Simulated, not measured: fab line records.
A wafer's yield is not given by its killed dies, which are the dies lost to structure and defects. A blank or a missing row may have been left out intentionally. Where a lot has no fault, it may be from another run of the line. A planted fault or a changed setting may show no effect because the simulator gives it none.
Split-lot study / flow n5Finfet / 21 wafers read from 7 lots, route of 1938 steps

## THE SPLIT
At N5_HKMG_FIN_ETCH_35 (etches SOC in N2/H2, target depth 215.8 nm, time 243.4 s), the setting sourceW was moved away from the recipe's 3000 W on 4 of the 21 wafers read, by -15.6% to -12.5%. This setting was run at the recipe's value on the other wafers.

Reading taken at the split's own step.

## THE READING
rfVppV, in V, at N5_HKMG_FIN_ETCH_35 (etches SOC in N2/H2, target depth 215.8 nm, time 243.4 s). Fault-free wafers of this fab line usually give 141.6 V, standard deviation 0.9 V.

wafer=L075.1; tool, chamber at the split=rieDiel-05, 3; sourceW as run, W=3000; against the recipe=recipe; rfVppV, V=142.3; against lot-mates on the recipe=-
wafer=L075.4; tool, chamber at the split=rieDiel-05, 2; sourceW as run, W=3000; against the recipe=recipe; rfVppV, V=143.3; against lot-mates on the recipe=-
wafer=L075.6; tool, chamber at the split=rieDiel-05, 3; sourceW as run, W=3000; against the recipe=recipe; rfVppV, V=141.3; against lot-mates on the recipe=-
wafer=L077.1; tool, chamber at the split=rieDiel-05, 0; sourceW as run, W=3000; against the recipe=recipe; rfVppV, V=141.7; against lot-mates on the recipe=-
wafer=L077.4; tool, chamber at the split=rieDiel-05, 2; sourceW as run, W=2578; against the recipe=-14.1%; rfVppV, V=149.5; against lot-mates on the recipe=+7.4
wafer=L077.5; tool, chamber at the split=rieDiel-05, 0; sourceW as run, W=3000; against the recipe=recipe; rfVppV, V=142.4; against lot-mates on the recipe=-
wafer=L084.2; tool, chamber at the split=rieDiel-05, 3; sourceW as run, W=3000; against the recipe=recipe; rfVppV, V=142.7; against lot-mates on the recipe=-
wafer=L084.4; tool, chamber at the split=rieDiel-05, 2; sourceW as run, W=2624; against the recipe=-12.5%; rfVppV, V=148.1; against lot-mates on the recipe=+5.4
wafer=L084.6; tool, chamber at the split=rieDiel-05, 3; sourceW as run, W=2624; against the recipe=-12.5%; rfVppV, V=147.0; against lot-mates on the recipe=+4.3
wafer=L090.1; tool, chamber at the split=rieDiel-01, 3; sourceW as run, W=3000; against the recipe=recipe; rfVppV, V=139.2; against lot-mates on the recipe=-
wafer=L090.4; tool, chamber at the split=rieDiel-01, 2; sourceW as run, W=3000; against the recipe=recipe; rfVppV, V=140.5; against lot-mates on the recipe=-
wafer=L090.5; tool, chamber at the split=rieDiel-01, 3; sourceW as run, W=3000; against the recipe=recipe; rfVppV, V=140.9; against lot-mates on the recipe=-
wafer=L092.2; tool, chamber at the split=rieDiel-04, 2; sourceW as run, W=3000; against the recipe=recipe; rfVppV, V=141.3; against lot-mates on the recipe=-
wafer=L092.3; tool, chamber at the split=rieDiel-04, 0; sourceW as run, W=3000; against the recipe=recipe; rfVppV, V=140.9; against lot-mates on the recipe=-
wafer=L092.5; tool, chamber at the split=rieDiel-04, 0; sourceW as run, W=2532; against the recipe=-15.6%; rfVppV, V=149.5; against lot-mates on the recipe=+8.4
wafer=L095.2; tool, chamber at the split=rieDiel-04, 0; sourceW as run, W=3000; against the recipe=recipe; rfVppV, V=140.5; against lot-mates on the recipe=-
wafer=L095.3; tool, chamber at the split=rieDiel-04, 3; sourceW as run, W=3000; against the recipe=recipe; rfVppV, V=141.7; against lot-mates on the recipe=-
wafer=L095.6; tool, chamber at the split=rieDiel-04, 1; sourceW as run, W=3000; against the recipe=recipe; rfVppV, V=142.7; against lot-mates on the recipe=-
wafer=L097.3; tool, chamber at the split=rieDiel-04, 0; sourceW as run, W=3000; against the recipe=recipe; rfVppV, V=141.5; against lot-mates on the recipe=-
wafer=L097.4; tool, chamber at the split=rieDiel-04, 2; sourceW as run, W=3000; against the recipe=recipe; rfVppV, V=141.4; against lot-mates on the recipe=-
wafer=L097.6; tool, chamber at the split=rieDiel-04, 0; sourceW as run, W=3000; against the recipe=recipe; rfVppV, V=142.1; against lot-mates on the recipe=-

THE FIT
A straight line over all 21 wafers: rfVppV changes by -0.511 V for each +1% of sourceW; r = -0.95; the points scatter about the line by 0.96 V.
The same after taking each lot's own level away (the mean of its wafers on the recipe; 21 wafers): -0.475 V for each +1%; r = -0.96; scatter 0.77 V.
The reading moves by 7.4 V for the largest change in sourceW, on that fit.
The span of the lots' own levels, 140.20 to 142.70 V, comes to 2.8 times the standard deviation stated above.
Hence the lot-to-lot level has little effect on the slope; both slopes agree.
Check: with one of the wafers moved furthest among these (-15.6%) left out of the fit, the line predicts +6.9 V for it against its lot-mates. It came out at +8.4 V against them.
Tool readings at the split's step, against how far the setting was moved: rfVppV r = -0.95.

## OTHER SPLITS APPLIED TO THESE WAFERS
Before the reading, these wafers also passed through other splits. Each is held against what the fit with the lots' levels taken away leaves over:
other split on the same wafers=N5_SD_EPI_P_EPI_21 tempC; wafers away from the commonest value=6; r with rfVppV (lot level and that fit taken away)=-0.31
other split on the same wafers=N5_HKMG_FIN_COAT_42 spinRpm; wafers away from the commonest value=7; r with rfVppV (lot level and that fit taken away)=+0.08
other split on the same wafers=N5_HKMG_FIN_COAT_43 spinRpm; wafers away from the commonest value=7; r with rfVppV (lot level and that fit taken away)=-0.35
other split on the same wafers=N5_HKMG_FIN_EXPOSE_09 doseMj; wafers away from the commonest value=4; r with rfVppV (lot level and that fit taken away)=+0.18

## THE FILE'S OWN FIT
rfVppV changes by -0.494 V for each +1% of sourceW, r = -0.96.
